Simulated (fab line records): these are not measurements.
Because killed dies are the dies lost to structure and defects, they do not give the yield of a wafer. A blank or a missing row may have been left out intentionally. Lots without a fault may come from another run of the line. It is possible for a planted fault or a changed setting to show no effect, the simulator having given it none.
fab line records + flow n5_finfet
record:
- lots: 6
- wafers: 18
- last_day: 15
route steps=1938 shown WELL_APT@20 PASSIVATION@1936
lots untouched by any fault: they come from a run of this same line in which no faults occurred
start_h: hours from the record's opening day to when the first of the lot's shown wafers began + wait_h: hours from the lot's prior step to this one + " the same as in the row above + L1.1+2: one row covering several wafers at once + - no value, or no start given + * or withheld: withheld + < > ~ a bound
route shown NAME@n: names a module that has steps shown in the file, with the first one's number in the route + usual: the fault-free wafers' mean and standard deviation + same: alike in all rows + chamber/n: place in a boat + sites: each site's reading + _std_site: standard deviation of those values + _edge_site: the outer-site mean with the inner-site mean subtracted + radius_mm: how far each site lies from the wafer's centre + mask NAME#n: copy n + behind: tool/chamber where the wafer was last shaped + hold: what put the lot on hold/how long, in hours/how the hold closed + device: whichever transistor did not switch (one of n, p or np) + end of line: the same wafers' tests at the end of the route + where a step has no rows: the recipe by itself + killed: dies that structure and defects cost at the first sort, which is not the same as the wafer's yield + map: the dies of a wafer, with x for killed, . for not killed, _ for no die there
set.NAME: the setting that was run; set.NAME@STEP: the one run at that earlier step + model.NAME: the simulator's own value behind a step, which no gauge read
a table for each step, a row for each wafer; lots at some steps of the route
services: when a tool's chamber went out of use (start_h, in hours from the record's first day, below 0 if earlier), for how many hours, and the reason
== steps ==
step: N5_WELL_APT_HMDS_01
recipe:
- time_s: 60
- temp_c: 120
step: N5_WELL_APT_COAT_02
recipe:
- spin_rpm: 1357
- resist_thk_nm: 950
step: N5_WELL_APT_EBR_04
recipe:
- solvent: PGMEA
- ebr_width_mm: 1.5
step: N5_WELL_APT_SOFTBAKE_03
recipe:
- temp_c: 130
- time_s: 60
step: N5_WELL_APT_EXPOSE_05
recipe:
- mask_id: NWELL
- na: 0.8
- source_shape: conventional
- sigma_outer: 0.8
- polarization: unpolarized
- defocus_nm: 0
- target_cd_nm: 200
- dose_mj: 20.3
step: N5_WELL_APT_PEB_06
recipe:
- peb_temp_c: 130
- peb_time_s: 90
step: N5_WELL_APT_DEVELOP_07
recipe:
- develop_time_s: 45
- rinse_liquid: surfactant_rinse
- dry: air_spin
- dev_temp_c: 21
step: N5_WELL_APT_HARDBAKE_12
recipe:
- temp_c: 130
- time_s: 120
step: N5_WELL_APT_CD_MEAS_08
recipe:
- target_cd_nm: 200
- landing_energy_ev: 500
- detector: se_inlens
usual:
- cd_nm: 200.4/1
| lot.wafer | tool      | chamber | start_h | wait_h | cd_nm |
|-----------|-----------|---------|---------|--------|-------|
| L527.1    | cd_sem-01 | 0       | 31.70   | -      | 199.7 |
| L527.2    | "         | 0       | "       | "      | 201.1 |
| L527.5    | "         | 0       | "       | "      | 201.0 |
| L529.2    | cd_sem-01 | 0       | 43.68   | -      | 201.7 |
| L529.3    | "         | 0       | "       | "      | 199.7 |
| L529.4    | "         | 0       | "       | "      | 200.9 |
| L530.2    | cd_sem-03 | 0       | 49.74   | -      | 200.1 |
| L530.3    | "         | 0       | "       | "      | 200.1 |
| L530.5    | "         | 0       | "       | "      | 200.1 |
| L531.1    | cd_sem-03 | 0       | 55.72   | -      | 201.5 |
| L531.2    | "         | 0       | "       | "      | 200.9 |
| L531.3    | "         | 0       | "       | "      | 199.4 |
| L539.1    | cd_sem-01 | 0       | 103.83  | -      | 200.1 |
| L539.2    | "         | 0       | "       | "      | 200.6 |
| L539.4    | "         | 0       | "       | "      | 200.4 |
| L542.2    | cd_sem-03 | 0       | 121.81  | -      | 199.0 |
| L542.3    | "         | 0       | "       | "      | 199.1 |
| L542.5    | "         | 0       | "       | "      | 199.8 |
step: N5_WELL_APT_OVL_MEAS_09
recipe:
- points_per_wafer: 44
usual:
- NWELL_OVL: 2/4.7
| lot.wafer | tool       | chamber | start_h | wait_h | NWELL_OVL[nm] |
|-----------|------------|---------|---------|--------|---------------|
| L527.1    | overlay-02 | 0       | 31.73   | 0.0    | 1             |
| L527.2    | "          | 0       | "       | "      | 10            |
| L527.5    | "          | 0       | "       | "      | 3             |
| L529.2    | overlay-01 | 0       | 43.71   | 0.0    | -1            |
| L529.3    | "          | 0       | "       | "      | 13            |
| L529.4    | "          | 0       | "       | "      | 4             |
| L530.2    | overlay-02 | 0       | 49.77   | 0.0    | 2             |
| L530.3    | "          | 0       | "       | "      | -3            |
| L530.5    | "          | 0       | "       | "      | 3             |
| L531.1    | overlay-02 | 0       | 55.76   | 0.0    | 0             |
| L531.2    | "          | 0       | "       | "      | -1            |
| L531.3    | "          | 0       | "       | "      | 5             |
| L539.1    | overlay-01 | 0       | 103.86  | 0.0    | 6             |
| L539.2    | "          | 0       | "       | "      | 4             |
| L539.4    | "          | 0       | "       | "      | 4             |
| L542.2    | overlay-02 | 0       | 121.84  | 0.0    | -5            |
| L542.3    | "          | 0       | "       | "      | 6             |
| L542.5    | "          | 0       | "       | "      | 5             |
step: N5_WELL_APT_INSPECT_10
recipe:
- mode: adi
- inspect_instrument: macro
usual:
- raw_defect_count: 2.2/1.4
| lot.wafer | tool              | chamber | start_h | wait_h | raw_defect_count |
|-----------|-------------------|---------|---------|--------|------------------|
| L527.1    | defect_inspect-02 | -       | 31.75   | 0.0    | 1                |
| L527.2    | "                 | -       | "       | "      | 3                |
| L527.5    | "                 | -       | "       | "      | 1                |
| L529.2    | defect_inspect-02 | -       | 43.73   | 0.0    | 0                |
| L529.3    | "                 | -       | "       | "      | 2                |
| L529.4    | "                 | -       | "       | "      | 1                |
| L530.2    | defect_inspect-02 | -       | 49.79   | 0.0    | 2                |
| L530.3    | "                 | -       | "       | "      | 3                |
| L530.5    | "                 | -       | "       | "      | 2                |
| L531.1    | defect_inspect-02 | -       | 55.78   | 0.0    | 4                |
| L531.2    | "                 | -       | "       | "      | 2                |
| L531.3    | "                 | -       | "       | "      | 2                |
| L539.1    | defect_inspect-02 | -       | 103.88  | 0.0    | 2                |
| L539.2    | "                 | -       | "       | "      | 4                |
| L539.4    | "                 | -       | "       | "      | 4                |
| L542.2    | defect_inspect-01 | -       | 121.86  | 0.0    | 1                |
| L542.3    | "                 | -       | "       | "      | 3                |
| L542.5    | "                 | -       | "       | "      | 4                |
step: N5_WELL_APT_DESCUM_13
recipe:
- chemistry: O2
- time_s: 7.9
- source_power_w: 50
- bias_power_w: 20
- pressure_mtorr: 20
- rf_frequency_hz: 2.712e+07
- temp_c: 40
- o2_flow_sccm: 225
usual:
- drypump_motor_current_A: 5.5/0.5
- oes_product_au: 0.81/0.1
- rf_fwd_power_W: 49.70/0.2
- rf_vpp_V: 243.4/1.1
- showerhead_plenum_p_Torr: 2.10/0.055
- temp_c: 40.00/0.1
- throttle_valve_pct: 20.36/0.25
| lot.wafer | tool        | chamber | start_h | wait_h | drypump_motor_current_A | oes_product_au | rf_fwd_power_W | rf_hours_counter_h | rf_vpp_V | showerhead_plenum_p_Torr | temp_c | throttle_valve_pct |
|-----------|-------------|---------|---------|--------|-------------------------|----------------|----------------|--------------------|----------|--------------------------|--------|--------------------|
| L527.1    | rie_diel-04 | 1       | 32.42   | 0.7    | 5.5                     | 0.76           | 49.82          | 149                | 242.0    | 2.09                     | 40.04  | 20.51              |
| L527.2    | "           | 3       | "       | "      | 5.5                     | 0.85           | 49.52          | 59                 | 242.4    | 2.12                     | 39.91  | 20.34              |
| L527.5    | "           | 1       | "       | "      | 5.5                     | 0.75           | 49.86          | -                  | 243.3    | 2.09                     | 40.12  | 20.52              |
| L529.2    | rie_diel-06 | 1       | 43.77   | 0.0    | 5.3                     | 0.69           | 49.55          | 228                | 244.1    | 2.16                     | 40.04  | 20.77              |
| L529.3    | "           | 0       | "       | "      | 5.8                     | 0.75           | 49.97          | 156                | 243.5    | 2.08                     | 40.17  | 20.22              |
| L529.4    | "           | 0       | "       | "      | 5.8                     | 0.75           | 49.68          | -                  | 244.4    | 2.08                     | 40.00  | 20.23              |
| L530.2    | rie_diel-06 | 1       | 49.83   | 0.0    | 5.3                     | 0.68           | 49.77          | 230                | 244.4    | 2.16                     | 40.01  | 20.79              |
| L530.3    | "           | 3       | "       | "      | 5.0                     | 0.74           | 49.90          | 177                | 242.5    | 2.08                     | 40.04  | 20.53              |
| L530.5    | "           | 3       | "       | "      | 5.0                     | 0.74           | 49.94          | -                  | 243.2    | 2.08                     | 40.18  | 20.52              |
| L531.1    | rie_diel-04 | 0       | 55.82   | 0.0    | 6.3                     | 0.92           | 49.58          | 12                 | 243.5    | 2.14                     | 40.09  | 19.86              |
| L531.2    | "           | 3       | "       | "      | 5.5                     | 0.84           | 49.48          | 69                 | 241.9    | 2.12                     | 39.91  | 20.37              |
| L531.3    | "           | 1       | "       | "      | 5.5                     | 0.75           | 49.66          | 159                | 243.1    | 2.09                     | 39.92  | 20.54              |
| L539.1    | rie_diel-06 | 2       | 104.16  | 0.3    | 6.1                     | 0.91           | 49.85          | 14                 | 243.2    | 2.05                     | 39.85  | 20.31              |
| L539.2    | "           | 3       | "       | "      | 5.0                     | 0.73           | 49.95          | 196                | 242.1    | 2.08                     | 40.16  | 20.55              |
| L539.4    | "           | 0       | "       | "      | 5.8                     | 0.73           | 49.82          | 176                | 244.2    | 2.07                     | 39.90  | 20.27              |
| L542.2    | rie_diel-02 | 3       | 121.90  | 0.0    | 5.9                     | 0.92           | 49.59          | 23                 | 245.0    | 2.23                     | 39.98  | 20.12              |
| L542.3    | "           | 1       | "       | "      | 6.7                     | 0.98           | 49.79          | 5                  | 243.3    | 2.06                     | 40.09  | 20.24              |
| L542.5    | "           | 1       | "       | "      | 6.7                     | 0.97           | 49.68          | -                  | 242.1    | 2.06                     | 40.02  | 20.25              |
step: N5_WELL_APT_IMPLANT_14
recipe:
- species: P
- energy_kev: 160
- dose_cm2: 1.5e+13
- tilt_deg: 0
- rotation_deg: 0
usual:
- dose_ions_cm2: 1.4997e+13/1.6e+10
- faraday_current_uA: 190/3.8
- rotation_deg: -0.001/0.02
| lot.wafer | tool         | chamber | start_h | wait_h | dose_ions_cm2 | faraday_current_uA | rotation_deg |
|-----------|--------------|---------|---------|--------|---------------|--------------------|--------------|
| L527.1    | implanter-02 | 0       | 32.52   | 0.1    | 1.503e+13     | 189                | 0.010        |
| L527.2    | "            | 0       | "       | "      | 1.4993e+13    | 191                | -0.012       |
| L527.5    | "            | 0       | "       | "      | 1.5019e+13    | 194                | 0.003        |
| L527.1    | implanter-02 | 0       | 32.90   | 0.3    | 1.4985e+13    | 194                | -0.001       |
| L527.2    | "            | 0       | "       | "      | 1.4987e+13    | 194                | -0.017       |
| L527.5    | "            | 0       | "       | "      | 1.5002e+13    | 192                | -0.032       |
| L529.2    | implanter-02 | 0       | 43.90   | 0.1    | 1.4979e+13    | 193                | 0.018        |
| L529.3    | "            | 0       | "       | "      | 1.5004e+13    | 188                | 0.025        |
| L529.4    | "            | 0       | "       | "      | 1.4988e+13    | 193                | 0.004        |
| L530.2    | implanter-02 | 0       | 49.96   | 0.1    | 1.4999e+13    | 193                | 0.002        |
| L530.3    | "            | 0       | "       | "      | 1.4965e+13    | 190                | -0.021       |
| L530.5    | "            | 0       | "       | "      | 1.5001e+13    | 192                | -0.006       |
| L531.1    | implanter-02 | 0       | 55.92   | 0.1    | 1.5018e+13    | 193                | -0.011       |
| L531.2    | "            | 0       | "       | "      | 1.5019e+13    | 195                | -0.026       |
| L531.3    | "            | 0       | "       | "      | 1.4981e+13    | 193                | 0.004        |
| L531.1    | implanter-02 | 0       | 56.30   | 0.3    | 1.5025e+13    | 189                | 0.003        |
| L531.2    | "            | 0       | "       | "      | 1.502e+13     | 188                | -0.005       |
| L531.3    | "            | 0       | "       | "      | 1.5017e+13    | 194                | -0.025       |
| L539.1    | implanter-01 | 0       | 104.26  | 0.1    | 1.4984e+13    | 193                | 0.009        |
| L539.2    | "            | 0       | "       | "      | 1.4998e+13    | 192                | -0.009       |
| L539.4    | "            | 0       | "       | "      | 1.5016e+13    | 187                | -0.006       |
| L542.2    | implanter-01 | 0       | 122.02  | 0.1    | 1.4981e+13    | 189                | -0.032       |
| L542.3    | "            | 0       | "       | "      | 1.4966e+13    | 189                | -0.018       |
| L542.5    | "            | 0       | "       | "      | 1.4976e+13    | 189                | -0.033       |
step: N5_WELL_APT_IMPLANT_15
recipe:
- species: As
- energy_kev: 25
- dose_cm2: 1.5e+13
- tilt_deg: 0
- rotation_deg: 0
step: N5_PASSIVATION_PROBE_49
usual:
- killed_at_M0_to_M3: 33/8.9
- killed_at_M4_up: 15/5.4
- killed_at_contacts: 13/5.8
- killed_at_front_end: 39/9.9
- killed_at_other: 3.2/2.9
- killed_dies: 102/15
- killed_open: 68/12
- killed_short: 34/7.6
same:
- gross_dies: 1180
- killed_at_back_side: 0
| lot.wafer | tool      | chamber | start_h | wait_h | killed_at_M0_to_M3 | killed_at_M4_up | killed_at_contacts | killed_at_front_end | killed_at_other | killed_dies | killed_open | killed_short |
|-----------|-----------|---------|---------|--------|--------------------|-----------------|--------------------|---------------------|-----------------|-------------|-------------|--------------|
| L527.1    | prober-02 | -       | 286.42  | 0.0    | 36                 | 12              | 5                  | 43                  | 5               | 101         | 60          | 41           |
| L527.2    | prober-02 | -       | 286.47  | 0.1    | 51                 | 9               | 8                  | 34                  | 1               | 103         | 59          | 44           |
| L527.5    | prober-02 | -       | 286.62  | 0.2    | 45                 | 13              | 4                  | 37                  | 2               | 101         | 64          | 37           |
| L531.1    | prober-01 | -       | 317.92  | 0.0    | 41                 | 13              | 6                  | 48                  | 7               | 115         | 75          | 40           |
| L531.2    | prober-01 | -       | 317.97  | 0.1    | 43                 | 12              | 7                  | 30                  | 10              | 102         | 62          | 40           |
| L531.3    | prober-01 | -       | 318.02  | 0.1    | 31                 | 21              | 7                  | 50                  | 7               | 116         | 75          | 41           |
| L539.1    | prober-02 | -       | 360.21  | 0.0    | 39                 | 25              | 5                  | 61                  | 0               | 130         | 69          | 61           |
| L539.2    | prober-02 | -       | 360.26  | 0.1    | 30                 | 16              | 9                  | 47                  | 1               | 103         | 61          | 40           |
| L539.4    | prober-02 | -       | 360.36  | 0.2    | 32                 | 19              | 13                 | 46                  | 0               | 110         | 75          | 35           |
| L542.2    | prober-01 | -       | 369.15  | 0.1    | 30                 | 13              | 25                 | 54                  | 2               | 124         | 88          | 34           |
| L542.3    | prober-01 | -       | 369.20  | 0.1    | 31                 | 12              | 17                 | 47                  | 0               | 107         | 77          | 30           |
| L542.5    | prober-01 | -       | 369.30  | 0.2    | 39                 | 13              | 13                 | 48                  | 2               | 115         | 77          | 37           |
killed by level:class
L527.1 FIN_SAQP:geometric_particle:open=7 BEOL_M3:geometric_particle:short=7 BEOL_M2:geometric_particle:open=7 FIN_SAQP:geometric_particle:short=6 DUMMY_GATE:geometric_particle:open=6 BEOL_M1:geometric_particle:open=6 MOL_CONTACT_COAG:geometric_particle:open=5 ILD0:geometric_particle:open=4
L527.2 BEOL_M0_SAQP:geometric_particle:open=13 BEOL_M2:geometric_particle:open=10 BEOL_M0_SAQP:geometric_particle:short=9 DUMMY_GATE:geometric_particle:open=8 MOL_CONTACT_COAG:geometric_particle:open=8 BEOL_M2:geometric_particle:short=6 BEOL_M3:geometric_particle:open=5 STARTING-WAFER:geometric_particle:short=5
L527.5 BEOL_M0_SAQP:geometric_particle:short=16 BEOL_M0_SAQP:geometric_particle:open=13 FIN_SAQP:geometric_particle:open=11 DUMMY_GATE:geometric_particle:open=6 BEOL_M2:geometric_particle:open=6 BEOL_M4:geometric_particle:open=6 FIN_SAQP:geometric_particle:short=5 STI_FIN_REVEAL:geometric_particle:open=5
L531.1 STI_FIN_REVEAL:geometric_particle:open=15 BEOL_M0_SAQP:geometric_particle:open=13 BEOL_M0_SAQP:geometric_particle:short=12 FIN_SAQP:geometric_particle:open=10 BEOL_M1:geometric_particle:open=7 ILD0:geometric_particle:short=6 BEOL_M4:geometric_particle:open=6 FIN_SAQP:geometric_particle:short=4
L531.2 BEOL_M0_SAQP:geometric_particle:open=9 BEOL_M1:geometric_particle:open=9 STI_FIN_REVEAL:geometric_particle:open=8 BEOL_M0_SAQP:geometric_particle:short=7 BEOL_M2:geometric_particle:open=6 PAD_METAL:geometric_particle:open=6 MOL_CONTACT_COAG:geometric_particle:open=5 BEOL_M2:geometric_particle:short=5
L531.3 BEOL_M4:geometric_particle:open=12 STI_FIN_REVEAL:geometric_particle:open=11 BEOL_M1:geometric_particle:open=10 FIN_SAQP:geometric_particle:open=9 BEOL_M0_SAQP:geometric_particle:short=7 BEOL_M0_SAQP:geometric_particle:open=7 FIN_SAQP:geometric_particle:short=6 MOL_CONTACT_COAG:geometric_particle:open=5
L539.1 FIN_SAQP:geometric_particle:short=25 BEOL_M4:geometric_particle:open=17 STI_FIN_REVEAL:geometric_particle:open=11 BEOL_M0_SAQP:geometric_particle:short=10 BEOL_M1:geometric_particle:open=10 FIN_SAQP:geometric_particle:open=7 BEOL_M0_SAQP:geometric_particle:open=6 BEOL_M0:geometric_particle:open=6
L539.2 FIN_SAQP:geometric_particle:short=13 GATE_CUT:geometric_particle:short=12 FIN_SAQP:geometric_particle:open=10 BEOL_M0_SAQP:geometric_particle:open=9 BEOL_M0_SAQP:geometric_particle:short=8 MOL_CONTACT_COAG:geometric_particle:open=6 GATE_CUT:geometric_particle:open=5 BEOL_M3:geometric_particle:open=5
L539.4 STI_FIN_REVEAL:geometric_particle:open=13 MOL_CONTACT_COAG:geometric_particle:open=10 BEOL_M4:geometric_particle:open=10 BEOL_M2:geometric_particle:open=9 FIN_SAQP:geometric_particle:open=8 FIN_SAQP:geometric_particle:short=7 BEOL_M1:geometric_particle:open=6 BEOL_M0_SAQP:geometric_particle:open=6
L542.2 MOL_CONTACT_COAG:geometric_particle:open=23 STI_FIN_REVEAL:geometric_particle:open=9 GATE_CUT:geometric_particle:open=7 GATE_CUT:geometric_particle:short=6 ILD0:geometric_particle:open=6 BEOL_M0_SAQP:geometric_particle:short=6 BEOL_M0_SAQP:geometric_particle:open=6 FIN_SAQP:geometric_particle:open=5
L542.3 BEOL_M0_SAQP:geometric_particle:open=15 MOL_CONTACT_COAG:geometric_particle:open=13 STI_FIN_REVEAL:geometric_particle:open=7 DUMMY_GATE:geometric_particle:open=7 FIN_SAQP:geometric_particle:open=6 ILD0:geometric_particle:open=5 GATE_CUT:geometric_particle:short=5 BEOL_M3:geometric_particle:open=5
L542.5 STI_FIN_REVEAL:geometric_particle:open=11 MOL_CONTACT_COAG:geometric_particle:open=10 BEOL_M2:geometric_particle:open=10 FIN_SAQP:geometric_particle:open=8 FIN_SAQP:geometric_particle:short=8 BEOL_M0_SAQP:geometric_particle:open=8 BEOL_M3:geometric_particle:open=8 BEOL_M0_SAQP:geometric_particle:short=6
== services ==
| tool         | chamber | start_h | hours | kind                          |
|--------------|---------|---------|-------|-------------------------------|
| rie_diel-04  | 0       | 8.46    | -     | clean                         |
| rie_diel-04  | 0       | 8.46    | -     | consumable_replace:focus_ring |
| rie_diel-04  | 0       | 8.46    | 19.1  | scheduled_down                |
| rie_diel-04  | 0       | 8.46    | 19.1  | vent_cycle                    |
| implanter-01 | -       | 20.30   | 3.4   | repair                        |
| rie_diel-02  | -       | 21.43   | 1.6   | repair                        |
| rie_diel-04  | 2       | 27.59   | -     | clean                         |
| rie_diel-04  | 2       | 27.59   | -     | consumable_replace:focus_ring |
| rie_diel-04  | 2       | 27.59   | 16.1  | scheduled_down                |
| rie_diel-04  | 2       | 27.59   | 16.1  | vent_cycle                    |
| rie_diel-02  | 3       | 29.96   | 10.2  | repair                        |
| rie_diel-06  | 2       | 42.32   | -     | clean                         |
| rie_diel-06  | 2       | 42.32   | -     | consumable_replace:focus_ring |
| rie_diel-06  | 2       | 42.32   | 20.1  | scheduled_down                |
| rie_diel-06  | 2       | 42.32   | 20.1  | vent_cycle                    |
| implanter-01 | -       | 43.59   | 7.1   | pm                            |
| rie_diel-06  | -       | 60.80   | 0.3   | repair                        |
| implanter-01 | -       | 73.70   | 3.5   | pm                            |
| rie_diel-06  | 1       | 107.30  | -     | clean                         |
| rie_diel-06  | 1       | 107.30  | -     | consumable_replace:focus_ring |
| rie_diel-06  | 1       | 107.30  | 20.1  | scheduled_down                |
| rie_diel-06  | 1       | 107.30  | 20.1  | vent_cycle                    |
| rie_diel-04  | 1       | 107.47  | 3.4   | repair                        |
| implanter-02 | -       | 113.85  | 2.3   | pm                            |
== key ==
first_sign:
- step: N5_WELL_APT_IMPLANT_14
- reading: visit
- direction: added
effect none on later readings
met_at N5_WELL_APT_IMPLANT_14
struck_wafers L527.1,L527.2,L527.5,L531.1,L531.2,L531.3
tester_left_out L527,L531
fault:
- kind: repeated_step_whole
- tool: implanter-01,implanter-02
- chamber: -
- onset_h: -
- steps: N5_WELL_APT_IMPLANT_14
- times: 1
- scope: struck_lots_only
tester_left_out: of these lots the tester's yield and bins aren't shown, on N5 and GAA mostly nor the transistor test; their killed dies are dies lost to structure and defects alone, not to doping, threshold or leakage, so they don't give the yield
